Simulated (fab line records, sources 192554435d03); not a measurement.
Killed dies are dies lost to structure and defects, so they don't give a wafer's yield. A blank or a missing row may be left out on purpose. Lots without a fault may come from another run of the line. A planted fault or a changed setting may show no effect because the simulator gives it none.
One fault seen from 3 desks | flow n5_finfet | each desk has only its own numbers; what lay behind them comes last

THE DEFECT DESK
What the inspections along the route counted, lot by lot: means of the sampled wafers that have a number. A lot is out of limits, marked OUT, if its mean lies more than 4 standard deviations from the usual mean; the brackets give that distance.
Columns: A = raw_defect_count at N5_PASSIVATION_INSPECT_64, usual 2.1
lot  | first seen here | A
L101 | day 11 21:31    | 0.7
L102 | day 12 23:29    | 2.7
L107 | day 14 08:23    | 1.3
L109 | day 14 12:52    | 1.7
L108 | day 14 17:51    | 2.0
L111 | day 15 11:48    | 3.0
L114 | day 15 12:04    | 1.7
L124 | day 19 00:09    | 0.7
L123 | day 19 00:52    | 2.0
This desk's finding: nothing out of limits on any of the 9 lots.

THE TOOL OWNER'S DESK: rie_diel-05
The tool's own readings at N5_MOL_CONTACT_COAG_VIA_ETCH_46 (etches SiO2 in C4F6/O2, target depth 46 nm, overetch 9.2 nm, time 40 s): means of the sampled wafers that have a number, for each lot that ran on this tool. A lot is out of limits, marked OUT, if its mean lies more than 4 standard deviations from the usual mean; the brackets give that distance.
Columns: A = drypump_motor_current_A at N5_MOL_CONTACT_COAG_VIA_ETCH_46, usual 5.7 A; B = oes_product_au at N5_MOL_CONTACT_COAG_VIA_ETCH_46, usual 0.68 a.u.; C = rf_fwd_power_W at N5_MOL_CONTACT_COAG_VIA_ETCH_46, usual 322.9 W; D = rf_vpp_V at N5_MOL_CONTACT_COAG_VIA_ETCH_46, usual 1591 V; E = showerhead_plenum_p_Torr at N5_MOL_CONTACT_COAG_VIA_ETCH_46, usual 2.81 Torr; F = throttle_valve_pct at N5_MOL_CONTACT_COAG_VIA_ETCH_46, usual 40.9 %
lot  | first seen here | A   | B    | C     | D    | E    | F
L102 | day 5 16:44     | 5.8 | 0.68 | 324.2 | 1597 | 2.84 | 40.7
L107 | day 6 15:41     | 5.9 | 0.74 | 322.0 | 1591 | 2.83 | 40.5
L108 | day 6 21:25     | 5.8 | 0.69 | 323.0 | 1586 | 2.81 | 40.9
L109 | day 7 02:46     | 5.7 | 0.61 | 323.1 | 1618 | 2.93 | 40.6
L114 | day 8 11:49     | 6.1 | 0.73 | 322.0 | 1582 | 2.84 | 40.7
L123 | day 10 16:42    | 5.9 | 0.75 | 322.9 | 1599 | 2.87 | 40.9
L124 | day 10 22:50    | 5.9 | 0.74 | 322.5 | 1599 | 2.87 | 40.9
This desk's finding: nothing out of limits on any of the 7 lots.

THE METROLOGY DESK
What the gauges read, lot by lot, whatever tool the lot ran on: means of the sampled wafers that have a number. A lot is out of limits, marked OUT, if its mean lies more than 4 standard deviations from the usual mean; the brackets give that distance. Of its 11 readings 7 are shown: those that lie furthest out on some lot.
Columns: A = DIBL_N at N5_BEOL_M4_RC_MEAS_101, usual 36.0 mV/V; B = DIBL_P at N5_BEOL_M4_RC_MEAS_101, usual 36.3 mV/V; C = IOFF_N at N5_BEOL_M4_RC_MEAS_101, usual 0.16 nA/um; D = IOFF_P at N5_BEOL_M4_RC_MEAS_101, usual 0.21 nA/um; E = ION_P at N5_BEOL_M4_RC_MEAS_101, usual 461 uA/um; F = SS_N at N5_BEOL_M4_RC_MEAS_101, usual 71.4 mV/dec; G = VT_P at N5_BEOL_M4_RC_MEAS_101, usual -250.9 mV
lot  | first seen here | A    | B    | C    | D    | E   | F    | G
L101 | day 7 15:56     | 39.1 | 38.5 | 0.22 | 0.28 | 470 | 71.8 | -244.6
L102 | day 8 20:15     | 36.9 | 37.8 | 0.19 | 0.25 | 465 | 72.5 | -249.0
L107 | day 9 23:12     | 34.6 | 35.9 | 0.14 | 0.19 | 463 | 71.1 | -252.3
L109 | day 10 05:17    | 38.5 | 40.7 | 0.21 | 0.24 | 465 | 71.4 | -251.3
L108 | day 10 07:46    | 36.7 | 37.1 | 0.17 | 0.22 | 464 | 72.0 | -247.2
L111 | day 11 04:19    | 35.8 | 36.5 | 0.17 | 0.20 | 459 | 71.2 | -252.4
L114 | day 11 10:07    | 34.7 | 34.2 | 0.14 | 0.19 | 463 | 70.9 | -250.2
L124 | day 14 06:26    | 38.1 | 37.2 | 0.17 | 0.22 | 461 | 71.9 | -250.7
L123 | day 14 07:43    | 37.3 | 39.0 | 0.17 | 0.24 | 473 | 71.4 | -247.3
This desk's finding: nothing out of limits on any of the 9 lots.

PUT TOGETHER
The defect desk saw nothing out of limits.
The tool owner's desk saw nothing out of limits.
The metrology desk saw nothing out of limits.

WHAT THE SIMULATOR HAD PUT IN
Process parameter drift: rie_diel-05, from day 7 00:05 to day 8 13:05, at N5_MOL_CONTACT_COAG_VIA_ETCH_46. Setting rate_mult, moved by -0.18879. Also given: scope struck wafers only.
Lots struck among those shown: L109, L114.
